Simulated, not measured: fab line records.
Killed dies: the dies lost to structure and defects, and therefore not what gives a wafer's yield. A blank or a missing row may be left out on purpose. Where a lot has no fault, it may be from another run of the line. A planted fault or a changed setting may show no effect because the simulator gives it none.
Matching of chambers ; flow n5-finfet ; rie-diel-06 running N5_BEOL_M0_CUTY_DESCUM_61: 4 sister chambers
The step chemistry O2, time 7.9 s. 16 wafers are shown with their chamber, then 8 later ones without.

WAFERS WITH THEIR CHAMBER
wafer;chamber;showerhead-plenum-p-Torr (Torr);drypump-motor-current-A (A);throttle-valve-pct (%)
L082.1;2;2.22;5.3;20.25
L082.2;3;2.16;5.1;20.76
L082.6;2;2.22;5.3;20.25
L085.1;2;2.22;5.2;20.26
L085.4;1;1.97;6.2;20.39
L085.5;2;2.22;5.2;20.26
L088.1;1;1.97;6.1;20.40
L088.3;3;2.16;5.1;20.44
L088.4;0;2.09;5.4;20.65
L090.1;0;2.09;5.3;20.66
L090.2;1;1.97;6.1;20.42
L090.3;3;2.16;5.1;20.45
L092.1;3;2.16;5.1;20.47
L092.4;1;1.97;6.1;20.41
L092.5;0;2.09;5.3;20.65
L094.2;1;1.96;6.2;20.43

SIGNATURES, as means of the wafers listed above
reading;chamber 0;chamber 1;chamber 2;chamber 3;scatter within a chamber
showerhead-plenum-p-Torr;2.0900;1.9680;2.2200;2.1600;0.00258
drypump-motor-current-A;5.333;6.140;5.250;5.100;0.0489
throttle-valve-pct;20.6533;20.4100;20.2550;20.5300;0.0775
Rule: a wafer lies at a distance from a chamber equal to the root of the sum of squares, over the readings, of (its reading less the chamber's mean, divided by the reading's scatter). The wafer belongs to the nearest chamber; if the next one is less than 2 further off, it can't be placed. The scatter is the square root of a quotient: the sum, over the shown wafers, of each reading's squared deviation from its chamber's mean, divided by wafers minus chambers.

WAFERS MISSING THEIR CHAMBER
wafer;showerhead-plenum-p-Torr (Torr);drypump-motor-current-A (A);throttle-valve-pct (%)
L094.3;2.16;5.1;20.46
L094.6;1.96;6.2;20.43
L095.2;2.21;5.3;20.29
L095.4;1.96;6.1;20.42
L095.5;2.08;5.3;20.68
L097.2;2.21;5.3;20.30
L097.3;2.08;5.3;20.70
L097.5;2.21;5.3;20.31

EACH ONE'S CHAMBER
wafer;from the rows above;in truth
L094.3;3;3
L094.6;1;1
L095.2;2;2
L095.4;1;1
L095.5;0;0
L097.2;2;2
L097.3;0;0
L097.5;2;2
Correct placement for 8 of the 8. Left unplaced by these rows: 0. Number placed wrongly: 0.
